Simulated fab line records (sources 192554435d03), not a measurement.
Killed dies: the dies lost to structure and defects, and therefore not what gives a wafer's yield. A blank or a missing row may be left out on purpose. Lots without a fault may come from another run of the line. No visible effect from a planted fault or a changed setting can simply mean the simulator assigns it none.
Lot-split experiment ; flow n5-finfet ; on a route of 1938 steps: 7 lots, 39 wafers read

## ABOUT THE SPLIT
At N5_DUMMY_GATE_ETCH_37 (etches SOC in N2/H2, target depth 60 nm, overetch 30 nm), the setting source-w was moved away from the recipe's 840 W on 12 of the 39 wafers read, by -7.9% to +12.6%. This setting was run at the recipe's value on the other wafers.

Reading taken at the split's own step.

## THE READING
rf-vpp-V, in V, at N5_DUMMY_GATE_ETCH_37 (etches SOC in N2/H2, target depth 60 nm, overetch 30 nm). Typical for fault-free wafers on this fab line: 524.7 V, with standard deviation 1.8 V.

wafer;tool, chamber at the split;source-w as run, W;against the recipe;rf-vpp-V, V;against lot-mates on the recipe
L075.3;rie-diel-06, 1;840;recipe;526.0;-
L075.4;rie-diel-06, 2;840;recipe;524.6;-
L075.6;rie-diel-06, 3;840;recipe;522.1;-
L076.1;rie-diel-04, 3;903;+7.5%;513.3;-12.5
L076.2;rie-diel-04, 1;840;recipe;527.6;-
L076.3;rie-diel-04, 0;840;recipe;525.7;-
L076.4;rie-diel-04, 2;903;+7.5%;509.8;-16.0
L076.5;rie-diel-04, 2;903;+7.5%;510.8;-15.0
L076.6;rie-diel-04, 3;840;recipe;524.1;-
L078.1;rie-diel-04, 1;840;recipe;526.2;-
L078.2;rie-diel-04, 0;840;recipe;525.3;-
L078.3;rie-diel-04, 3;840;recipe;524.3;-
L078.4;rie-diel-04, 2;840;recipe;522.9;-
L078.5;rie-diel-04, 3;840;recipe;525.9;-
L078.6;rie-diel-04, 0;840;recipe;524.8;-
L080.1;rie-diel-04, 0;946.1;+12.6%;504.6;-21.9
L080.2;rie-diel-04, 3;840;recipe;525.7;-
L080.3;rie-diel-04, 2;946.1;+12.6%;501.6;-24.9
L080.4;rie-diel-04, 1;840;recipe;526.2;-
L080.5;rie-diel-04, 1;840;recipe;527.6;-
L080.6;rie-diel-04, 0;946.1;+12.6%;504.3;-22.2
L084.1;rie-diel-04, 0;840;recipe;524.1;-
L084.2;rie-diel-04, 2;773.4;-7.9%;536.8;+11.6
L084.3;rie-diel-04, 3;840;recipe;525.1;-
L084.4;rie-diel-04, 1;840;recipe;526.5;-
L084.5;rie-diel-04, 2;773.4;-7.9%;537.2;+12.0
L084.6;rie-diel-04, 1;773.4;-7.9%;542.5;+17.3
L090.1;rie-diel-04, 0;840;recipe;524.5;-
L090.2;rie-diel-04, 1;893.8;+6.4%;516.8;-7.8
L090.3;rie-diel-04, 2;840;recipe;521.9;-
L090.4;rie-diel-04, 1;840;recipe;527.4;-
L090.5;rie-diel-04, 2;893.8;+6.4%;511.8;-12.8
L090.6;rie-diel-04, 0;893.8;+6.4%;513.5;-11.1
L093.1;rie-diel-02, 2;840;recipe;524.8;-
L093.2;rie-diel-02, 1;840;recipe;524.4;-
L093.3;rie-diel-02, 0;840;recipe;524.5;-
L093.4;rie-diel-02, 3;840;recipe;526.9;-
L093.5;rie-diel-02, 2;840;recipe;525.8;-
L093.6;rie-diel-02, 3;840;recipe;525.7;-

FIT RESULTS
A straight line over all 39 wafers: rf-vpp-V changes by -1.74 V for each +1% of source-w; r = -0.98; the points scatter about the line by 1.7 V.
The same after taking each lot's own level away (the mean of its wafers on the recipe; 39 wafers): -1.79 V for each +1%; r = -0.98; scatter 1.6 V.
That fit puts the effect of the largest move of source-w on the reading at 23 V.
The span of the lots' own levels, 524.23 to 526.50 V, comes to 1.3 times the standard deviation stated above.
Hence the lot-to-lot level has little effect on the slope; both slopes agree.
Check: for one of the wafers moved furthest among these (+12.6%), held out of the fit, the line's prediction against its lot-mates is -22.9 V. Against them it came out at -21.9 V.
Tool readings at the split's step, against how far the setting was moved: rf-vpp-V r = -0.98.

## OTHER SPLITS ON THESE WAFERS
Note: prior to the reading, these wafers also went through further splits. Each is held against what the fit with the lots' levels taken away leaves over:
other split on the same wafers;wafers away from the commonest value;r with rf-vpp-V (lot level and that fit taken away)
N5_FIN_SAQP_ETCH_52 source-w;9;+0.05
N5_FIN_SAQP_ETCH_65 time-s;15;+0.12

## THE FILE'S OWN FIT
rf-vpp-V changes by -1.8 V for each +1% of source-w, r = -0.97.
